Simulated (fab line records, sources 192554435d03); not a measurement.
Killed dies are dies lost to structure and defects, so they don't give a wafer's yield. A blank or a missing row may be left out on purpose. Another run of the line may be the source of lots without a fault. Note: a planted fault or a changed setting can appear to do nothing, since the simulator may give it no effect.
fab line records    flow n5_finfet
record: lots: 7  wafers: 21
route steps=1938 shown WELL_APT@21 FIN_SAQP@100 FIN_CUT@155 DUMMY_GATE@224 SDB@350
start_h: hours from the record's opening day to when the first of the lot's shown wafers began    wait_h: hours since the lot's step before    " repeats the value in the row above    L1.1+2: several wafers, shown together as one row    - either no value or no given start    * or withheld: withheld    < > ~ a bound
route shown NAME@n: names a module that has steps shown in the file, with the first one's number in the route    usual: the fault-free wafers' mean and standard deviation    same: alike in all rows    chamber/n: place in a boat    sites: readings site by site    _std_site: standard deviation across them    _edge_site: outer sites' mean less inner sites'    radius_mm: how far each site lies from the wafer's centre    mask NAME#n: copy n    behind: tool/chamber where the wafer was last shaped    hold: why the lot went on hold/how many hours it stayed there/how the hold came to an end    device: names the non-switching transistor (n, p or np)    end of line: tests run on the same wafers once the route is complete    where a step has no rows: the recipe by itself    killed: dies lost to structure and defects at the first sort, not the wafer's yield    map: shows each die of a wafer: x if killed, . if not, _ if none is there
set.NAME: setting as actually run; set.NAME@STEP: the setting as run at that earlier step    model.NAME: the simulator's own value behind a step, which no gauge read
lots where settings were altered on purpose, with a table for each step and a row for each wafer
== steps ==
step: N5_WELL_APT_COAT_02
recipe: spin_rpm: 1357  resist_thk_nm: 950
lot.wafer  tool            chamber  start_h  wait_h  set.spin_rpm  model.coat_of_WELL_APT_COAT_02.thk_nm
L078.1     litho_track-02  0        -        -       1357          950.2
L078.3     "               0        "        "       1357          952.7
L078.5     "               0        "        "       1495          906.8
L079.2     litho_track-02  0        -        -       1302          973.4
L079.5     "               0        "        "       1357          952
L079.6     "               0        "        "       1357          955.9
L081.3     litho_track-02  0        -        -       1357          953.3
L081.4     "               0        "        "       1357          950
L081.6     "               0        "        "       1357          953.2
L083.1     litho_track-02  0        -        -       1491          908.4
L083.2     "               0        "        "       1357          951.4
L083.4     "               0        "        "       1357          950.4
L086.2     litho_track-02  0        -        -       1357          949.6
L086.4     "               0        "        "       1357          948.2
L086.6     "               0        "        "       1357          950.2
L089.2     litho_track-05  0        -        -       1357          948.9
L089.4     "               0        "        "       1357          949.7
L089.5     "               0        "        "       1357          949.2
L091.1     litho_track-01  0        -        -       1357          954.8
L091.2     "               0        "        "       1357          956
L091.4     "               0        "        "       1357          953.2
step: N5_FIN_SAQP_PECVD_06
recipe: material: a-Si  target_thk_a: 600  temp_c: 400  precursor: SiH4/He  pressure_torr: 3  rf_w: 100  time_s: 48.1
lot.wafer  tool      chamber  start_h  wait_h  set.time_s  model.a-Si_of_FIN_SAQP_PECVD_06.thk_nm
L078.1     pecvd-04  1        45.87    0.0     48.1        59.31
L078.3     "         2        "        "       48.1        60.05
L078.5     "         0        "        "       48.1        61.57
L079.2     pecvd-03  0        53.17    0.0     48.1        59.48
L079.5     "         1        "        "       42.38       52.67
L079.6     "         2        "        "       42.38       53.36
L081.3     pecvd-04  1        63.22    0.0     48.1        59.99
L081.4     "         1        "        "       52.14       66.38
L081.6     "         2        "        "       48.1        62.27
L083.1     pecvd-04  0        75.15    0.0     48.1        60.16
L083.2     "         1        "        "       48.1        60.27
L083.4     "         1        "        "       48.1        61.38
L086.2     pecvd-04  1        93.33    0.0     48.1        58.94
L086.4     "         2        "        "       51.37       64.5
L086.6     "         1        "        "       48.1        60.29
L089.2     pecvd-04  1        111.38   0.0     48.1        58.47
L089.4     "         1        "        "       48.1        60.16
L089.5     "         2        "        "       48.1        60.99
L091.1     pecvd-01  0        125.21   0.0     46.2        56.81
L091.2     "         2        "        "       46.2        55.9
L091.4     "         0        "        "       48.1        59.74
step: N5_FIN_SAQP_THK_MEAS_07
usual: thk_nm: 60.1/0.82
lot.wafer  tool           chamber  start_h  wait_h  set.time_s@FIN_SAQP_PECVD_06  thk_nm
L078.1     film_metro-02  -        45.96    0.1     48.1                          59.3
L078.3     "              -        "        "       48.1                          60.0
L078.5     "              -        "        "       48.1                          61.6
L079.2     film_metro-01  -        53.26    0.1     48.1                          59.5
L079.5     "              -        "        "       42.38                         52.7
L079.6     "              -        "        "       42.38                         53.3
L081.3     film_metro-02  -        63.31    0.1     48.1                          60.0
L081.4     "              -        "        "       52.14                         66.5
L081.6     "              -        "        "       48.1                          62.3
L083.1     film_metro-01  -        75.24    0.1     48.1                          60.2
L083.2     "              -        "        "       48.1                          60.2
L083.4     "              -        "        "       48.1                          61.3
L086.2     film_metro-01  -        93.42    0.1     48.1                          58.9
L086.4     "              -        "        "       51.37                         64.5
L086.6     "              -        "        "       48.1                          60.3
L089.2     film_metro-02  -        111.47   0.1     48.1                          58.5
L089.4     "              -        "        "       48.1                          60.2
L089.5     "              -        "        "       48.1                          61.0
L091.1     film_metro-02  -        125.30   0.1     46.2                          56.8
L091.2     "              -        "        "       46.2                          55.9
L091.4     "              -        "        "       48.1                          59.7
step: N5_FIN_SAQP_PEB_14
recipe: peb_temp_c: withheld  peb_time_s: 60  resist: CAR-ArF
lot.wafer   tool            chamber  start_h  wait_h  set.peb_time_s
L078.1+3+5  litho_track-02  0        46.37    0.1     60
L079.2+5+6  litho_track-01  0        53.67    0.0     60
L081.3      litho_track-04  0        63.60    0.0     67.32
L081.4+6    "               0        "        "       60
L083.1+2    litho_track-04  0        75.68    0.1     60
L083.4      "               0        "        "       70.28
L086.2+4    litho_track-02  0        93.71    0.0     72.02
L086.6      "               0        "        "       60
L089.2+4+5  litho_track-02  0        111.77   0.0     60
L091.1+2+4  litho_track-04  0        125.60   0.1     60
step: N5_FIN_SAQP_DEVELOP_15
recipe: develop_time_s: 30  developer: TMAH  resist: CAR-ArF  dev_temp_c: 23  rinse_liquid: diw  dry: air_spin
step: N5_FIN_SAQP_CD_MEAS_16
recipe: target_cd_nm: 35.6  landing_energy_ev: 500  detector: se_inlens
usual: cd_nm: 35.5/0.33
lot.wafer  tool       chamber  start_h  wait_h  set.peb_time_s@FIN_SAQP_PEB_14  cd_nm
L078.1     cd_sem-02  0        46.44    -       60                              35.8
L078.3     "          0        "        "       60                              35.4
L078.5     "          0        "        "       60                              35.4
L079.2     cd_sem-03  0        53.74    -       60                              35.4
L079.5     "          0        "        "       60                              35.3
L079.6     "          0        "        "       60                              35.5
L081.3     cd_sem-01  0        63.67    -       67.32                           34.2
L081.4     "          0        "        "       60                              35.2
L081.6     "          0        "        "       60                              36.3
L083.1     cd_sem-03  0        75.74    -       60                              35.7
L083.2     "          0        "        "       60                              36.2
L083.4     "          0        "        "       70.28                           33.7
L086.2     cd_sem-03  0        93.78    -       72.02                           33.3
L086.4     "          0        "        "       72.02                           32.9
L086.6     "          0        "        "       60                              35.4
L089.2     cd_sem-02  0        111.84   -       60                              34.8
L089.4     "          0        "        "       60                              34.9
L089.5     "          0        "        "       60                              35.3
L091.1     cd_sem-02  0        125.66   -       60                              35.8
L091.2     "          0        "        "       60                              35.7
L091.4     "          0        "        "       60                              35.7
step: N5_FIN_SAQP_HM_OPEN_73
recipe: chemistry: CHF3/O2  target: SiO2  stop_on: a-Si  target_depth_a: 120  over_etch_frac: 1.8  mask_material: SOC  time_s: 16.8  pressure_mtorr: 30  source_w: 650  bias_w: 170  Ar_flow_sccm: 200  CHF3_flow_sccm: 50  O2_flow_sccm: 5  ion_energy_ev: 200  ends: end_point
step: N5_FIN_SAQP_STRIP_74
recipe: chemistry: CHF3/O2  resist: SiARC  rf_frequency_hz: 6e+07
step: N5_FIN_SAQP_MANDREL_ETCH_22
recipe: target_depth_a: 600  chemistry: HBr/Cl2  target: a-Si  stop_on: SiNx  bt_time_s: 10  over_etch_frac: 0.5  time_s: 30  pressure_mtorr: 10  icp_w: 800  bias_w: 75  HBr_flow_sccm: 150  Cl2_flow_sccm: 80  ends: end_point
lot.wafer  tool       chamber  start_h  wait_h  set.time_s@FIN_SAQP_PECVD_06  model.etch.depth_nm
L078.1     rie_si-01  1        47.01    0.0     48.1                          59.24
L078.3     "          2        "        "       48.1                          60.05
L078.5     "          1        "        "       48.1                          61.57
L079.2     rie_si-04  2        54.12    0.0     48.1                          59.32
L079.5     "          1        "        "       42.38                         52.63
L079.6     "          0        "        "       42.38                         53.3
L081.3     rie_si-06  0        64.44    0.0     48.1                          59.93
L081.4     "          3        "        "       52.14                         66.23
L081.6     "          0        "        "       48.1                          62.23
L083.1     rie_si-01  3        76.51    0.0     48.1                          60.09
L083.2     "          1        "        "       48.1                          60.23
L083.4     "          0        "        "       48.1                          61.22
L086.2     rie_si-06  0        94.16    0.0     48.1                          58.88
L086.4     "          2        "        "       51.37                         64.5
L086.6     "          2        "        "       48.1                          60.14
L089.2     rie_si-04  3        112.22   0.0     48.1                          58.47
L089.4     "          1        "        "       48.1                          60.16
L089.5     "          1        "        "       48.1                          60.99
L091.1     rie_si-01  0        126.04   0.0     46.2                          56.81
L091.2     "          1        "        "       46.2                          55.9
L091.4     "          3        "        "       48.1                          59.71
step: N5_FIN_SAQP_STRIP_55
recipe: chemistry: N2/H2  power_w: 500  temp_c: 40  pressure_mtorr: 50  rf_frequency_hz: 6e+07  overash_fraction: 0.3  bias_power_w: 28  h2_frac: 0.5  n2_flow_sccm: 300  h2_flow_sccm: 300
step: N5_FIN_SAQP_STRIP_23
recipe: chemistry: SPM  time_s: 750  temp_c: 130  h2so4_h2o2_vol_ratio: 4
step: N5_FIN_SAQP_RECESS_75
recipe: chemistry: HF/NH3  target: SiO2  target_depth_a: 144  afs_cycles: 3  temp_c: 30  sublimation_temp_c: 180  sublimation_time_s: 60
step: N5_FIN_SAQP_SPACER1_ALD_24
recipe: material: SiO2  target_thk_a: 203  temp_c: 300  ald_precursor_family: BDEAS  ald_co_reactant: O2-plasma  pulse_time_s: 1  purge_time_s: 2  co_reactant_purge_time_s: 2  ald_cycles: 218  pressure_torr: 2
step: N5_FIN_SAQP_SPACER1_ETCHBACK_25
recipe: chemistry: CHF3/O2  mode: anisotropic_etchback  target: SiO2  target_depth_a: 244  time_s: 12.2  pressure_mtorr: 30  source_w: 650  bias_w: 170  Ar_flow_sccm: 200  CHF3_flow_sccm: 50  O2_flow_sccm: 5  ion_energy_ev: 200
lot.wafer  tool         chamber  start_h  wait_h  set.time_s@FIN_SAQP_PECVD_06  model.a-Si_of_FIN_SAQP_PECVD_06.thk_nm
L078.1     rie_diel-03  3        48.76    0.4     48.1                          58.2
L078.3     "            1        "        "       48.1                          59.2
L078.5     "            2        "        "       48.1                          60.6
L079.2     rie_diel-03  2        57.05    0.4     48.1                          58.4
L079.5     "            0        "        "       42.38                         51.8
L079.6     "            1        "        "       42.38                         52.4
L081.3     rie_diel-01  3        65.96    0.4     48.1                          59
L081.4     "            2        "        "       52.14                         65.2
L081.6     "            0        "        "       48.1                          61.4
L083.1+2   rie_diel-01  0,2      78.07    0.4     48.1                          59.2
L083.4     "            3        "        "       48.1                          60.2
L086.2     rie_diel-06  1        96.95    0.4     48.1                          58
L086.4     "            2        "        "       51.37                         63.6
L086.6     "            1        "        "       48.1                          59.2
L089.2     rie_diel-03  3        113.74   0.4     48.1                          57.6
L089.4     "            1        "        "       48.1                          59.2
L089.5     "            0        "        "       48.1                          60
L091.1     rie_diel-06  2        127.56   0.4     46.2                          56
L091.2     "            1        "        "       46.2                          55
L091.4     "            0        "        "       48.1                          58.8
step: N5_FIN_CUT_COAT_19
recipe: resist: SiARC  temp_c: 220  time_s: 60  spin_rpm: 1500  resist_thk_nm: 20
lot.wafer   tool            chamber  start_h  wait_h  set.spin_rpm  model.SiARC_of_FIN_CUT_COAT_19.thk_nm
L078.1      litho_track-05  0        -        -       1500          20
L078.3+5    "               0        "        "       1366          21
L079.2      litho_track-03  0        -        -       1500          20.2
L079.5+6    "               0        "        "       1500          20
L081.3      litho_track-02  0        -        -       1500          20.2
L081.4+6    "               0        "        "       1500          20
L083.1+4    litho_track-05  0        -        -       1500          20
L083.2      "               0        "        "       1637          19.2
L086.2+4+6  litho_track-05  0        -        -       1500          20
L089.2+4+5  litho_track-03  0        -        -       1500          20
L091.1+2+4  litho_track-03  0        -        -       1569          19.6
step: N5_FIN_CUT_EXPOSE_05
recipe: mask_id: FIN_CUT  na: 0.33  source_shape: annular  sigma_inner: 0.35  sigma_outer: 0.8  polarization: unpolarized  dose_mj: 45.75
lot.wafer   tool            chamber  start_h  wait_h  mask       set.dose_mj
L078.1+3    euv_scanner-02  0        51.41    -       FIN_CUT#0  45.75
L078.5      "               0        "        "       FIN_CUT#0  43.18
L079.2+5+6  euv_scanner-02  0        60.01    -       FIN_CUT#0  43.91
L081.3+6    euv_scanner-01  0        68.66    -       FIN_CUT#0  44.07
L081.4      "               0        "        "       FIN_CUT#0  45.75
L083.1+2+4  euv_scanner-01  0        80.57    -       FIN_CUT#0  45.75
L086.2+4+6  euv_scanner-01  0        99.83    -       FIN_CUT#0  45.75
L089.2+4+5  euv_scanner-02  0        116.24   -       FIN_CUT#0  45.75
L091.1      euv_scanner-01  0        130.32   -       FIN_CUT#0  47.14
L091.2+4    "               0        "        "       FIN_CUT#0  45.75
step: N5_FIN_CUT_PEB_06
recipe: peb_temp_c: 100  peb_time_s: 60  resist: CAR-EUV
step: N5_FIN_CUT_DEVELOP_07
recipe: develop_time_s: 30  developer: TMAH  resist: CAR-EUV  rinse_liquid: surfactant_rinse  dry: air_spin  dev_temp_c: 23
step: N5_FIN_CUT_DESCUM_13
recipe: chemistry: O2  time_s: 7  source_power_w: 50  bias_power_w: 20  pressure_mtorr: 20  rf_frequency_hz: 2.712e+07  temp_c: 40  resist: CAR-EUV  o2_flow_sccm: 225
step: N5_FIN_CUT_ETCH_30
recipe: chemistry: N2/H2  target: underlayer  target_depth_a: 130  mask_material: CAR-EUV  time_s: 10.4  ion_energy_ev: 200  pressure_mtorr: 30  source_w: 840  bias_w: 150  n2_flow_sccm: 200  h2_flow_sccm: 200  ends: cleared
lot.wafer   tool         chamber  start_h  wait_h  set.dose_mj@FIN_CUT_EXPOSE_05  model.FIN_CUT.cd_offset_nm
L078.1      rie_diel-04  1        51.71    0.0     45.75                          0.2
L078.3      "            2        "        "       45.75                          0
L078.5      "            1        "        "       43.18                          -0.8
L079.2+6    rie_diel-02  1,3      60.30    0.0     43.91                          -0.6
L079.5      "            0        "        "       43.91                          -0.8
L081.3      rie_diel-04  2        68.94    0.0     44.07                          -0.6
L081.4      "            1        "        "       45.75                          0.2
L081.6      "            2        "        "       44.07                          -0.4
L083.1      rie_diel-04  1        81.06    0.0     45.75                          0.2
L083.2+4    "            2,0      "        "       45.75                          0
L086.2      rie_diel-05  0        100.11   0.0     45.75                          -0.2
L086.4      "            1        "        "       45.75                          0
L086.6      "            2        "        "       45.75                          0.2
L089.2+4+5  rie_diel-05  0,1,0    116.53   0.0     45.75                          0
L091.1      rie_diel-04  2        130.76   0.0     47.14                          0.6
L091.2      "            0        "        "       45.75                          0
L091.4      "            3        "        "       45.75                          0.4
step: N5_FIN_CUT_ETCH_20
recipe: chemistry: CF4  target: SiARC  target_depth_a: 260  mask_material: CAR-EUV  time_s: 43.3  ion_energy_ev: 80  pressure_mtorr: 40  source_w: 545  bias_w: 36  Ar_flow_sccm: 100  cf4_flow_sccm: 100  ends: cleared
lot.wafer  tool         chamber  start_h  wait_h  set.spin_rpm@FIN_CUT_COAT_19  model.etch.depth_nm
L078.1     rie_diel-04  1        51.73    0.0     1500                          19.97
L078.3     "            2        "        "       1366                          20.95
L078.5     "            1        "        "       1366                          20.94
L079.2     rie_diel-02  1        60.32    0.0     1500                          20.11
L079.5     "            0        "        "       1500                          20.07
L079.6     "            3        "        "       1500                          20.09
L081.3     rie_diel-04  2        68.96    0.0     1500                          20.12
L081.4     "            1        "        "       1500                          20.03
L081.6     "            2        "        "       1500                          20.01
L083.1     rie_diel-04  1        81.08    0.0     1500                          20.05
L083.2     "            2        "        "       1637                          19.14
L083.4     "            0        "        "       1500                          20.08
L086.2     rie_diel-05  0        100.13   0.0     1500                          20.06
L086.4     "            1        "        "       1500                          20.05
L086.6     "            2        "        "       1500                          19.99
L089.2+4   rie_diel-05  0,1      116.54   0.0     1500                          19.91
L089.5     "            0        "        "       1500                          19.98
L091.1     rie_diel-04  2        130.78   0.0     1569                          19.58
L091.2     "            0        "        "       1569                          19.55
L091.4     "            3        "        "       1569                          19.6
step: N5_DUMMY_GATE_COAT_28
recipe: resist: underlayer  temp_c: 205  time_s: 60  spin_rpm: 1500  resist_thk_nm: 10
lot.wafer   tool            chamber  start_h  wait_h  set.spin_rpm  model.underlayer_of_DUMMY_GATE_COAT_28.thk_nm
L078.1+5    litho_track-01  0        -        -       1500          10
L078.3      "               0        "        "       1392          10.4
L079.2+6    litho_track-03  0        -        -       1500          10
L079.5      "               0        "        "       1447          10.2
L081.3+4+6  litho_track-03  0        -        -       1500          10
L083.1+2+4  litho_track-03  0        -        -       1500          10
L086.2+6    litho_track-03  0        -        -       1500          10
L086.4      "               0        "        "       1590          9.6
L089.2+4+5  litho_track-03  0        -        -       1500          10
L091.1+4    litho_track-01  0        -        -       1500          10
L091.2      "               0        "        "       1555          9.8
step: N5_SDB_COAT_05
recipe: resist: CAR-ArF  spin_rpm: 1500  resist_thk_nm: 90
lot.wafer  tool            chamber  start_h  wait_h  set.spin_rpm  model.CAR-ArF_of_SDB_COAT_05.thk_nm
L078.1+5   litho_track-04  0        -        -       1500          89.8
L078.3     "               0        "        "       1422          92.2
L079.2     litho_track-04  0        -        -       1500          90
L079.5     "               0        "        "       1500          90.2
L079.6     "               0        "        "       1340          94.8
L081.3     litho_track-01  0        -        -       1500          90.4
L081.4     "               0        "        "       1500          90.6
L081.6     "               0        "        "       1645          85.8
L083.1     litho_track-04  0        -        -       1615          86.8
L083.2     "               0        "        "       1500          90.2
L083.4     "               0        "        "       1500          90.4
L086.2     litho_track-02  0        -        -       1500          90
L086.4     "               0        "        "       1400          93
L086.6     "               0        "        "       1400          93.2
L089.2+4   litho_track-02  0        -        -       1500          89.8
L089.5     "               0        "        "       1500          89.6
L091.1+2   litho_track-02  0        -        -       1500          90
L091.4     "               0        "        "       1500          89.6
step: N5_SDB_EXPOSE_08
recipe: mask_id: SDB  na: 1.35  source_shape: conventional  sigma_outer: 0.5  polarization: unpolarized  dose_mj: 49.6
lot.wafer   tool             chamber  start_h  wait_h  mask   set.dose_mj
L078.1+3    arfi_scanner-02  0        91.96    -       SDB#0  46.06
L078.5      "                0        "        "       SDB#0  49.6
L079.2      arfi_scanner-01  0        98.56    -       SDB#0  47.64
L079.5+6    "                0        "        "       SDB#0  49.6
L081.3      arfi_scanner-03  0        105.51   -       SDB#0  47.52
L081.4+6    "                0        "        "       SDB#0  49.6
L083.1+4    arfi_scanner-01  0        119.66   -       SDB#0  49.6
L083.2      "                0        "        "       SDB#0  46.51
L086.2+4    arfi_scanner-02  0        144.36   -       SDB#0  49.6
L086.6      "                0        "        "       SDB#0  48.3
L089.2+4+5  arfi_scanner-03  0        153.65   -       SDB#0  49.6
L091.1+2+4  arfi_scanner-03  0        167.59   -       SDB#0  49.6
step: N5_SDB_PEB_09
recipe: peb_temp_c: withheld  peb_time_s: 60  resist: CAR-ArF
step: N5_SDB_DEVELOP_10
recipe: develop_time_s: 30  developer: TMAH  resist: CAR-ArF  rinse_liquid: diw  dry: air_spin  dev_temp_c: 23
lot.wafer  tool            chamber  start_h  wait_h  set.spin_rpm@SDB_COAT_05  model.CAR-ArF_of_SDB_COAT_05.thk_nm
L078.1     litho_track-04  0        -        -       1500                      88
L078.3     "               0        "        "       1422                      90.4
L078.5     "               0        "        "       1500                      88.2
L079.2     litho_track-04  0        -        -       1500                      88.2
L079.5     "               0        "        "       1500                      88.6
L079.6     "               0        "        "       1340                      93.2
L081.3     litho_track-04  0        -        -       1500                      88.6
L081.4     "               0        "        "       1500                      88.8
L081.6     "               0        "        "       1645                      84.2
L083.1     litho_track-04  0        -        -       1615                      85.2
L083.2     "               0        "        "       1500                      88.4
L083.4     "               0        "        "       1500                      88.6
L086.2     litho_track-02  0        -        -       1500                      88.4
L086.4+6   "               0        "        "       1400                      91.4
L089.2+4   litho_track-01  0        -        -       1500                      88
L089.5     "               0        "        "       1500                      87.8
L091.1     litho_track-01  0        -        -       1500                      88.2
L091.2     "               0        "        "       1500                      88.4
L091.4     "               0        "        "       1500                      87.8
step: N5_SDB_CD_MEAS_11
recipe: target_cd_nm: 50  landing_energy_ev: 500  detector: se_inlens  polarity: opening
usual: cd_nm: 50.0/1
lot.wafer  tool       chamber  start_h  wait_h  set.dose_mj@SDB_EXPOSE_08  cd_nm
L078.1     cd_sem-01  0        92.08    -       46.06                      43.6
L078.3     "          0        "        "       46.06                      42.7
L078.5     "          0        "        "       49.6                       50.3
L079.2     cd_sem-02  0        98.68    -       47.64                      46.4
L079.5     "          0        "        "       49.6                       51.0
L079.6     "          0        "        "       49.6                       49.7
L081.3     cd_sem-03  0        105.62   -       47.52                      45.5
L081.4     "          0        "        "       49.6                       50.8
L081.6     "          0        "        "       49.6                       50.3
L083.1     cd_sem-03  0        119.78   -       49.6                       49.2
L083.2     "          0        "        "       46.51                      43.4
L083.4     "          0        "        "       49.6                       50.1
L086.2     cd_sem-01  0        144.48   -       49.6                       48.3
L086.4     "          0        "        "       49.6                       48.8
L086.6     "          0        "        "       48.3                       48.0
L089.2     cd_sem-02  0        153.78   -       49.6                       50.3
L089.4     "          0        "        "       49.6                       50.1
L089.5     "          0        "        "       49.6                       50.0
L091.1     cd_sem-03  0        167.71   -       49.6                       50.0
L091.2     "          0        "        "       49.6                       51.3
L091.4     "          0        "        "       49.6                       49.9
== key ==
split: step: N5_WELL_APT_COAT_02  setting: spin_rpm  stated: 1357  by: wafer
response: step: N5_WELL_APT_COAT_02  reading: model.coat_of_WELL_APT_COAT_02.thk_nm  change: -4.38  per: 1%  r: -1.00
split: step: N5_FIN_SAQP_PECVD_06  setting: time_s  stated: 48.1  by: wafer
response: step: N5_FIN_SAQP_PECVD_06  reading: model.a-Si_of_FIN_SAQP_PECVD_06.thk_nm  change: +0.612  per: 1%  r: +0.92
response: step: N5_FIN_SAQP_THK_MEAS_07  reading: thk_nm  change: *  per: 1%  r: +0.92
response: step: N5_FIN_SAQP_MANDREL_ETCH_22  reading: model.etch.depth_nm  change: +0.607  per: 1%  r: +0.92
response: step: N5_FIN_SAQP_SPACER1_ETCHBACK_25  reading: model.a-Si_of_FIN_SAQP_PECVD_06.thk_nm  change: +0.599  per: 1%  r: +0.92
split: step: N5_FIN_SAQP_PEB_14  setting: peb_time_s  stated: 60  by: wafer
response: step: N5_FIN_SAQP_CD_MEAS_16  reading: cd_nm  change: -0.123  per: 1%  r: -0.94
split: step: N5_FIN_CUT_COAT_19  setting: spin_rpm  stated: 1500  by: wafer
response: step: N5_FIN_CUT_COAT_19  reading: model.SiARC_of_FIN_CUT_COAT_19.thk_nm  change: -0.0995  per: 1%  r: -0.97
response: step: N5_FIN_CUT_ETCH_20  reading: model.etch.depth_nm  change: -0.106  per: 1%  r: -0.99
split: step: N5_FIN_CUT_EXPOSE_05  setting: dose_mj  stated: 45.75  by: wafer
response: step: N5_FIN_CUT_ETCH_30  reading: model.FIN_CUT.cd_offset_nm  change: +0.163  per: 1%  r: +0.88
split: step: N5_DUMMY_GATE_COAT_28  setting: spin_rpm  stated: 1500  by: wafer
response: step: N5_DUMMY_GATE_COAT_28  reading: model.underlayer_of_DUMMY_GATE_COAT_28.thk_nm  change: -0.0591  per: 1%  r: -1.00
split: step: N5_SDB_COAT_05  setting: spin_rpm  stated: 1500  by: wafer
response: step: N5_SDB_COAT_05  reading: model.CAR-ArF_of_SDB_COAT_05.thk_nm  change: -0.461  per: 1%  r: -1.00
response: step: N5_SDB_DEVELOP_10  reading: model.CAR-ArF_of_SDB_COAT_05.thk_nm  change: -0.45  per: 1%  r: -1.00
split: step: N5_SDB_EXPOSE_08  setting: dose_mj  stated: 49.6  by: wafer
response: step: N5_SDB_CD_MEAS_11  reading: cd_nm  change: +0.988  per: 1%  r: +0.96
